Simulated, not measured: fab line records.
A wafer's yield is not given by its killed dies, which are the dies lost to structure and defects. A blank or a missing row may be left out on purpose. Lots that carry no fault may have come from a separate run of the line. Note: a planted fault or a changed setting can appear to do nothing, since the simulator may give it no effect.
Split-lot trial :: flow n5 finfet :: 21 wafers read from 7 lots, route of 1938 steps

== THE SPLIT ==
At N5_BEOL_M0_SAQP_ETCH_88 (etches underlayer in N2/H2, target depth 6.5 nm, time 5.2 s), the setting source w was moved away from the recipe's 840 W on 6 of the 21 wafers read, by -10.4% to -5.4%. The other wafers ran this setting at the recipe's value.

The reading comes from the split's own step.

== THE READING ==
rf vpp V, in V, at N5_BEOL_M0_SAQP_ETCH_88 (etches underlayer in N2/H2, target depth 6.5 nm, time 5.2 s). Typical for fault-free wafers on this fab line: 524.5 V, with standard deviation 2.6 V.

wafer: L075.1
tool, chamber at the split: rie diel-04, 3
source w as run, W: 840
against the recipe: recipe
rf vpp V, V: 525.2
against lot-mates on the recipe: -

wafer: L075.2
tool, chamber at the split: rie diel-04, 1
source w as run, W: 752.4
against the recipe: -10.4%
rf vpp V, V: 541.7
against lot-mates on the recipe: +16.5

wafer: L075.6
tool, chamber at the split: rie diel-04, 2
source w as run, W: 752.4
against the recipe: -10.4%
rf vpp V, V: 541.9
against lot-mates on the recipe: +16.7

wafer: L081.1
tool, chamber at the split: rie diel-01, 2
source w as run, W: 840
against the recipe: recipe
rf vpp V, V: 523.2
against lot-mates on the recipe: -

wafer: L081.3
tool, chamber at the split: rie diel-01, 1
source w as run, W: 840
against the recipe: recipe
rf vpp V, V: 525.5
against lot-mates on the recipe: -

wafer: L081.6
tool, chamber at the split: rie diel-01, 0
source w as run, W: 840
against the recipe: recipe
rf vpp V, V: 529.2
against lot-mates on the recipe: -

wafer: L082.1
tool, chamber at the split: rie diel-01, 3
source w as run, W: 757.3
against the recipe: -9.8%
rf vpp V, V: 540.9
against lot-mates on the recipe: +14.1

wafer: L082.3
tool, chamber at the split: rie diel-01, 1
source w as run, W: 840
against the recipe: recipe
rf vpp V, V: 526.3
against lot-mates on the recipe: -

wafer: L082.5
tool, chamber at the split: rie diel-01, 0
source w as run, W: 840
against the recipe: recipe
rf vpp V, V: 527.3
against lot-mates on the recipe: -

wafer: L083.2
tool, chamber at the split: rie diel-01, 0
source w as run, W: 840
against the recipe: recipe
rf vpp V, V: 527.4
against lot-mates on the recipe: -

wafer: L083.4
tool, chamber at the split: rie diel-01, 1
source w as run, W: 840
against the recipe: recipe
rf vpp V, V: 526.4
against lot-mates on the recipe: -

wafer: L083.6
tool, chamber at the split: rie diel-01, 1
source w as run, W: 794.4
against the recipe: -5.4%
rf vpp V, V: 535.7
against lot-mates on the recipe: +8.8

wafer: L084.2
tool, chamber at the split: rie diel-01, 2
source w as run, W: 753.5
against the recipe: -10.3%
rf vpp V, V: 541.5
against lot-mates on the recipe: +16.6

wafer: L084.5
tool, chamber at the split: rie diel-01, 2
source w as run, W: 840
against the recipe: recipe
rf vpp V, V: 524.9
against lot-mates on the recipe: -

wafer: L084.6
tool, chamber at the split: rie diel-01, 3
source w as run, W: 753.5
against the recipe: -10.3%
rf vpp V, V: 545.2
against lot-mates on the recipe: +20.3

wafer: L087.3
tool, chamber at the split: rie diel-04, 3
source w as run, W: 840
against the recipe: recipe
rf vpp V, V: 527.9
against lot-mates on the recipe: -

wafer: L087.4
tool, chamber at the split: rie diel-04, 2
source w as run, W: 840
against the recipe: recipe
rf vpp V, V: 520.1
against lot-mates on the recipe: -

wafer: L087.5
tool, chamber at the split: rie diel-04, 0
source w as run, W: 840
against the recipe: recipe
rf vpp V, V: 524.1
against lot-mates on the recipe: -

wafer: L089.1
tool, chamber at the split: rie diel-05, 2
source w as run, W: 840
against the recipe: recipe
rf vpp V, V: 522.8
against lot-mates on the recipe: -

wafer: L089.5
tool, chamber at the split: rie diel-05, 2
source w as run, W: 840
against the recipe: recipe
rf vpp V, V: 524.0
against lot-mates on the recipe: -

wafer: L089.6
tool, chamber at the split: rie diel-05, 3
source w as run, W: 840
against the recipe: recipe
rf vpp V, V: 524.6
against lot-mates on the recipe: -

FIT RESULTS
A straight line over all 21 wafers: rf vpp V changes by -1.67 V for each +1% of source w; r = -0.96; the points scatter about the line by 2.1 V.
The same after taking each lot's own level away (the mean of its wafers on the recipe; 21 wafers): -1.64 V for each +1%; r = -0.97; scatter 1.9 V.
According to that fit, moving source w by its largest amount changes the reading by 17 V.
From 523.80 to 526.90 V: that is the span of the lots' own levels, equal to 1.2 times the standard deviation above.
Hence the lot-to-lot level has little effect on the slope; both slopes agree.
Check: +17.3 V against its lot-mates is what the line predicts for one of the wafers moved furthest among these (-10.4%) when that wafer is left out of the fit. Against them it came out at +16.5 V.
Tool readings at the split's step, against how far the setting was moved: rf vpp V r = -0.96.

== THESE WAFERS: OTHER SPLITS ==
These wafers also went through other splits before the reading. Each is held against what the fit with the lots' levels taken away leaves over:
other split on the same wafers: N5_SD_EPI_P_EPI_21 temp c
wafers away from the commonest value: 4
r with rf vpp V (lot level and that fit taken away): -0.11

other split on the same wafers: N5_SD_ACTIVATION_LSA_01 temp c
wafers away from the commonest value: 5
r with rf vpp V (lot level and that fit taken away): -0.01

other split on the same wafers: N5_HKMG_FIN_ETCH_58 source w
wafers away from the commonest value: 8
r with rf vpp V (lot level and that fit taken away): -0.10

other split on the same wafers: N5_GATE_CUT_COAT_27 spin rpm
wafers away from the commonest value: 5
r with rf vpp V (lot level and that fit taken away): -0.06

other split on the same wafers: N5_GATE_CUT_EXPOSE_10 dose mj
wafers away from the commonest value: 9
r with rf vpp V (lot level and that fit taken away): +0.11

other split on the same wafers: N5_MOL_CONTACT_COAG_VIA_ETCH_46 bias w
wafers away from the commonest value: 4
r with rf vpp V (lot level and that fit taken away): +0.21

== FILE'S OWN FIT ==
rf vpp V changes by -1.61 V for each +1% of source w, r = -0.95.
